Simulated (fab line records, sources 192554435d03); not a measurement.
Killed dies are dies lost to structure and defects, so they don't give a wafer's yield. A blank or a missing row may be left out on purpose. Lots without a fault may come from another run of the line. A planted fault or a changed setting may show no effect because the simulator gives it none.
Which tool did it? | flow n5_finfet | 24 lots, 72 wafers sampled, at 5 steps of a route of 1938

WHAT THE GAUGES READ, wafer by wafer
N5_BEOL_M5_INSPECT_30: inspects for defects (brightfield).
lot  | measured     | on                | raw_defect_count
L074 | day 8 00:06  | defect_inspect-01 | 289 258 345
L075 | day 8 06:17  | defect_inspect-02 | 307 400 416
L076 | day 8 13:35  | defect_inspect-01 | 380 553 399
L077 | day 9 01:01  | defect_inspect-01 | 298 279 465
L078 | day 9 02:16  | defect_inspect-01 | 438 472 403
L080 | day 9 16:35  | defect_inspect-02 | 525 456 420
L079 | day 9 16:30  | defect_inspect-01 | 332 369 370
L081 | day 9 23:16  | defect_inspect-01 | 401 381 249
L083 | day 10 08:21 | defect_inspect-01 | 197 224 281
L082 | day 10 07:34 | defect_inspect-02 | 477 284 344
L084 | day 10 22:40 | defect_inspect-01 | 646 599 441
L085 | day 10 23:33 | defect_inspect-01 | 369 359 345
L086 | day 11 04:29 | defect_inspect-01 | 432 395 432
L087 | day 11 04:48 | defect_inspect-01 | 370 400 375
L088 | day 11 11:13 | defect_inspect-01 | 531 347 310
L089 | day 12 07:29 | defect_inspect-02 | 344 307 368
L091 | day 12 10:39 | defect_inspect-01 | 521 451 276
L090 | day 12 11:13 | defect_inspect-02 | 346 347 468
L092 | day 13 02:01 | defect_inspect-01 | 375 390 316
L095 | day 13 11:34 | defect_inspect-01 | 441 377 307
L093 | day 13 14:15 | defect_inspect-01 | 263 296 476
L094 | day 13 18:55 | defect_inspect-01 | 369 335 320
L097 | day 13 18:52 | defect_inspect-02 | 355 469 293
L096 | day 13 20:23 | defect_inspect-01 | 444 346 338

WHICH TOOL RAN EACH LOT (tool, then ch and the chambers of the sampled wafers, then the start)
lot  | N5_BEOL_M4_DEGAS_44          | N5_BEOL_M4_ANNEAL_87         | N5_BEOL_M5_ILD_DEP_00           | N5_BEOL_M5_STRIP_19
L074 | pvd_sputter-03, day 7 16:10  | pvd_sputter-02, day 7 17:47  | pecvd-01 ch 0,1,2, day 7 20:53  | rie_diel-02 ch 2,3, day 7 23:00
L075 | pvd_sputter-01, day 7 21:40  | pvd_sputter-03, day 7 23:11  | pecvd-02 ch 0,1, day 8 02:16    | rie_diel-01 ch 0,1,3, day 8 04:28
L076 | pvd_sputter-03, day 8 03:24  | pvd_sputter-03, day 8 05:02  | pecvd-01 ch 0,1,2, day 8 08:08  | rie_diel-05 ch 1,2,3, day 8 12:14
L077 | pvd_sputter-03, day 8 14:56  | pvd_sputter-01, day 8 16:36  | pecvd-03 ch 0,2, day 8 19:46    | rie_diel-05 ch 0,1,2, day 8 23:39
L078 | pvd_sputter-01, day 8 19:20  | pvd_sputter-01, day 8 20:55  | pecvd-01 ch 1,2, day 9 00:01    | rie_diel-01 ch 0,2,3, day 9 01:41
L080 | pvd_sputter-02, day 9 08:50  | pvd_sputter-02, day 9 10:11  | pecvd-01 ch 0,1,2, day 9 13:18  | rie_diel-05 ch 0,1, day 9 15:51
L079 | pvd_sputter-01, day 9 08:54  | pvd_sputter-03, day 9 10:28  | pecvd-03 ch 1,2, day 9 13:37    | rie_diel-01 ch 0,2,3, day 9 15:53
L081 | pvd_sputter-03, day 9 12:10  | pvd_sputter-01, day 9 14:57  | pecvd-01 ch 0,1,2, day 9 18:02  | rie_diel-05 ch 0,1,2, day 9 20:26
L083 | pvd_sputter-02, day 10 00:08 | pvd_sputter-02, day 10 01:51 | pecvd-01 ch 0,1,2, day 10 04:59 | rie_diel-02 ch 0,1,3, day 10 07:09
L082 | pvd_sputter-03, day 10 00:08 | pvd_sputter-01, day 10 01:47 | pecvd-03 ch 0,1, day 10 04:55   | rie_diel-02 ch 0,3, day 10 06:58
L084 | pvd_sputter-03, day 10 14:06 | pvd_sputter-03, day 10 15:41 | pecvd-03 ch 0,2, day 10 19:22   | rie_diel-05 ch 2,3, day 10 22:11
L085 | pvd_sputter-01, day 10 16:44 | pvd_sputter-02, day 10 18:06 | pecvd-02 ch 0,1,2, day 10 21:12 | rie_diel-02 ch 1,2,3, day 10 22:55
L086 | pvd_sputter-01, day 10 16:49 | pvd_sputter-02, day 10 19:56 | pecvd-01 ch 0,1,2, day 10 23:02 | rie_diel-02 ch 0,1,3, day 11 01:37
L087 | pvd_sputter-03, day 10 17:08 | pvd_sputter-03, day 10 20:10 | pecvd-03 ch 0,1,2, day 10 23:16 | rie_diel-01 ch 0,2,3, day 11 02:08
L088 | pvd_sputter-03, day 11 00:26 | pvd_sputter-01, day 11 01:47 | pecvd-03 ch 0,1,2, day 11 05:00 | rie_diel-01 ch 2,3, day 11 07:00
L089 | pvd_sputter-02, day 11 21:04 | pvd_sputter-03, day 11 22:43 | pecvd-02 ch 0,1,2, day 12 01:50 | rie_diel-01 ch 1,2,3, day 12 05:29
L091 | pvd_sputter-01, day 12 00:16 | pvd_sputter-02, day 12 01:54 | pecvd-03 ch 1,2, day 12 05:02   | rie_diel-01 ch 1,2,3, day 12 09:39
L090 | pvd_sputter-03, day 12 00:17 | pvd_sputter-03, day 12 01:46 | pecvd-02 ch 0,1,2, day 12 04:52 | rie_diel-01 ch 0,2,3, day 12 09:37
L092 | pvd_sputter-03, day 12 18:34 | pvd_sputter-02, day 12 20:13 | pecvd-02 ch 0,1,2, day 12 23:17 | rie_diel-05 ch 0,2,3, day 13 01:28
L095 | pvd_sputter-01, day 13 02:50 | pvd_sputter-02, day 13 04:11 | pecvd-02 ch 0,1, day 13 07:25   | rie_diel-01 ch 1,2,3, day 13 10:08
L093 | pvd_sputter-01, day 13 06:03 | pvd_sputter-01, day 13 07:45 | pecvd-03 ch 0,1, day 13 10:55   | rie_diel-02 ch 0,1,2, day 13 13:17
L094 | pvd_sputter-01, day 13 09:28 | pvd_sputter-02, day 13 10:56 | pecvd-02 ch 0,1, day 13 14:04   | rie_diel-02 ch 0,1, day 13 16:18
L097 | pvd_sputter-02, day 13 09:44 | pvd_sputter-01, day 13 11:43 | pecvd-03 ch 1,2, day 13 14:49   | rie_diel-02 ch 0,3, day 13 16:52
L096 | pvd_sputter-03, day 13 11:47 | pvd_sputter-02, day 13 13:07 | pecvd-01 ch 0,1,2, day 13 16:15 | rie_diel-01 ch 0,1,2, day 13 19:49
- N5_BEOL_M4_DEGAS_44: time 60 s.
- N5_BEOL_M4_ANNEAL_87: time 240 s.
- N5_BEOL_M5_ILD_DEP_00: deposits SiCOH lowk from DEMS/porogen, target thk 140.64 nm, time 25.9 s.
- N5_BEOL_M5_STRIP_19: strips in O2.

WHAT THE TOOLS THEMSELVES READ (means of the sampled wafers that have a number; where no wafer has one, the mark that the record gives instead)
N5_BEOL_M4_DEGAS_44.
lot  | tool           | heater_power_w (W)
L074 | pvd_sputter-03 | 331
L075 | pvd_sputter-01 | 307
L076 | pvd_sputter-03 | 355
L077 | pvd_sputter-03 | 322
L078 | pvd_sputter-01 | 331
L080 | pvd_sputter-02 | 330
L079 | pvd_sputter-01 | 307
L081 | pvd_sputter-03 | 360
L083 | pvd_sputter-02 | 344
L082 | pvd_sputter-03 | 343
L084 | pvd_sputter-03 | 340
L085 | pvd_sputter-01 | 323
L086 | pvd_sputter-01 | 336
L087 | pvd_sputter-03 | 365
L088 | pvd_sputter-03 | 381
L089 | pvd_sputter-02 | 331
L091 | pvd_sputter-01 | 349
L090 | pvd_sputter-03 | 332
L092 | pvd_sputter-03 | 378
L095 | pvd_sputter-01 | 311
L093 | pvd_sputter-01 | 327
L094 | pvd_sputter-01 | 309
L097 | pvd_sputter-02 | 321
L096 | pvd_sputter-03 | 287

N5_BEOL_M4_ANNEAL_87.
lot  | tool           | heater_power_w (W)
L074 | pvd_sputter-02 | 823
L075 | pvd_sputter-03 | 953
L076 | pvd_sputter-03 | 818
L077 | pvd_sputter-01 | 863
L078 | pvd_sputter-01 | 828
L080 | pvd_sputter-02 | 733
L079 | pvd_sputter-03 | 807
L081 | pvd_sputter-01 | 781
L083 | pvd_sputter-02 | 861
L082 | pvd_sputter-01 | 779
L084 | pvd_sputter-03 | 807
L085 | pvd_sputter-02 | 804
L086 | pvd_sputter-02 | 767
L087 | pvd_sputter-03 | 808
L088 | pvd_sputter-01 | 774
L089 | pvd_sputter-03 | 772
L091 | pvd_sputter-02 | 917
L090 | pvd_sputter-03 | 901
L092 | pvd_sputter-02 | 760
L095 | pvd_sputter-02 | 815
L093 | pvd_sputter-01 | 768
L094 | pvd_sputter-02 | 857
L097 | pvd_sputter-01 | 867
L096 | pvd_sputter-02 | 826

N5_BEOL_M5_ILD_DEP_00.
lot  | tool     | heater_power_w (W) | showerhead_plenum_p_Torr (Torr) | throttle_valve_pct (%)
L074 | pecvd-01 | 239                | 5.732                           | 14.3
L075 | pecvd-02 | 345                | 5.724                           | 14.6
L076 | pecvd-01 | 254                | 5.739                           | 14.3
L077 | pecvd-03 | 337                | 5.744                           | 13.9
L078 | pecvd-01 | 253                | 5.730                           | 13.8
L080 | pecvd-01 | 253                | 5.728                           | 14.2
L079 | pecvd-03 | 342                | 5.744                           | 14.0
L081 | pecvd-01 | 229                | 5.733                           | 14.2
L083 | pecvd-01 | 257                | 5.731                           | 14.3
L082 | pecvd-03 | 319                | 5.751                           | 14.5
L084 | pecvd-03 | 374                | 5.730                           | 13.7
L085 | pecvd-02 | 326                | 5.722                           | 14.0
L086 | pecvd-01 | 244                | 5.731                           | 14.2
L087 | pecvd-03 | 305                | 5.733                           | 13.9
L088 | pecvd-03 | 313                | 5.744                           | 14.1
L089 | pecvd-02 | 296                | 5.720                           | 14.1
L091 | pecvd-03 | 363                | 5.747                           | 13.6
L090 | pecvd-02 | 317                | 5.731                           | 14.0
L092 | pecvd-02 | 322                | 5.729                           | 14.1
L095 | pecvd-02 | 340                | 5.721                           | 14.4
L093 | pecvd-03 | 317                | 5.745                           | 14.4
L094 | pecvd-02 | 335                | 5.714                           | 14.6
L097 | pecvd-03 | 328                | 5.755                           | 13.5
L096 | pecvd-01 | 244                | 5.732                           | 14.3

N5_BEOL_M5_STRIP_19.
lot  | tool        | drypump_motor_current_A (A) | oes_product_au (a.u.) | rf_vpp_V (V) | showerhead_plenum_p_Torr (Torr) | throttle_valve_pct (%)
L074 | rie_diel-02 | 5.3                         | 0.73                  | 3.5          | 2.05                            | 16.60
L075 | rie_diel-01 | 5.8                         | 0.80                  | 3.6          | 2.06                            | 16.75
L076 | rie_diel-05 | 5.6                         | 0.71                  | 4.0          | 2.11                            | 16.86
L077 | rie_diel-05 | 5.7                         | 0.75                  | 3.6          | 2.12                            | 16.81
L078 | rie_diel-01 | 5.7                         | 0.73                  | 3.4          | 2.06                            | 16.85
L080 | rie_diel-05 | 5.8                         | 0.75                  | 3.7          | 2.07                            | 16.96
L079 | rie_diel-01 | 5.7                         | 0.73                  | 3.7          | 2.06                            | 16.85
L081 | rie_diel-05 | 5.7                         | 0.76                  | 4.0          | 2.12                            | 16.82
L083 | rie_diel-02 | 5.9                         | 0.71                  | 3.6          | 2.09                            | 16.74
L082 | rie_diel-02 | 5.8                         | 0.72                  | 3.2          | 2.06                            | 16.68
L084 | rie_diel-05 | 5.6                         | 0.71                  | 3.9          | 2.16                            | 16.75
L085 | rie_diel-02 | 5.6                         | 0.71                  | 3.7          | 2.08                            | 16.71
L086 | rie_diel-02 | 5.9                         | 0.70                  | 3.3          | 2.09                            | 16.75
L087 | rie_diel-01 | 5.7                         | 0.72                  | 3.6          | 2.06                            | 16.87
L088 | rie_diel-01 | 5.3                         | 0.70                  | 3.7          | 2.05                            | 16.81
L089 | rie_diel-01 | 5.8                         | 0.76                  | 3.5          | 2.09                            | 16.73
L091 | rie_diel-01 | 5.8                         | 0.75                  | 3.7          | 2.09                            | 16.73
L090 | rie_diel-01 | 5.7                         | 0.72                  | 3.3          | 2.06                            | 16.90
L092 | rie_diel-05 | 5.7                         | 0.73                  | 3.9          | 2.16                            | 16.75
L095 | rie_diel-01 | 5.8                         | 0.75                  | 4.0          | 2.09                            | 16.74
L093 | rie_diel-02 | 5.6                         | 0.71                  | 4.4          | 2.10                            | 16.68
L094 | rie_diel-02 | 6.0                         | 0.69                  | 3.4          | 2.13                            | 16.75
L097 | rie_diel-02 | 5.8                         | 0.70                  | 3.9          | 2.05                            | 16.73
L096 | rie_diel-01 | 6.2                         | 0.76                  | 3.7          | 2.09                            | 16.82

THE ANSWER, worked out from the rows above alone
Rule: what is usual is taken from the lots themselves. Put in order of their means at a reading, lots are off if they are a third of the lots or fewer, leave a main group of 4 or more, and stand apart from it by a gap of 3 or more times the standard deviation of the main group's means; of several such gaps the widest counts. A main group whose means are all the same, to the digits that the tables above print for the reading, isn't used. A lot without any number at a reading at which 4 lots or more have one is off too. The other lots that the step has rows for count as sound. The gauges are gone through in route order, then the tools' own readings, and for those a lot's mean is taken as printed above. The first step at which some lot is off is used, and at that step the reading that is off furthest; a lot without a number counts as furthest.
No lot is off at any reading shown: from this, nothing can be told.

WHAT THE SIMULATOR HAD PUT IN
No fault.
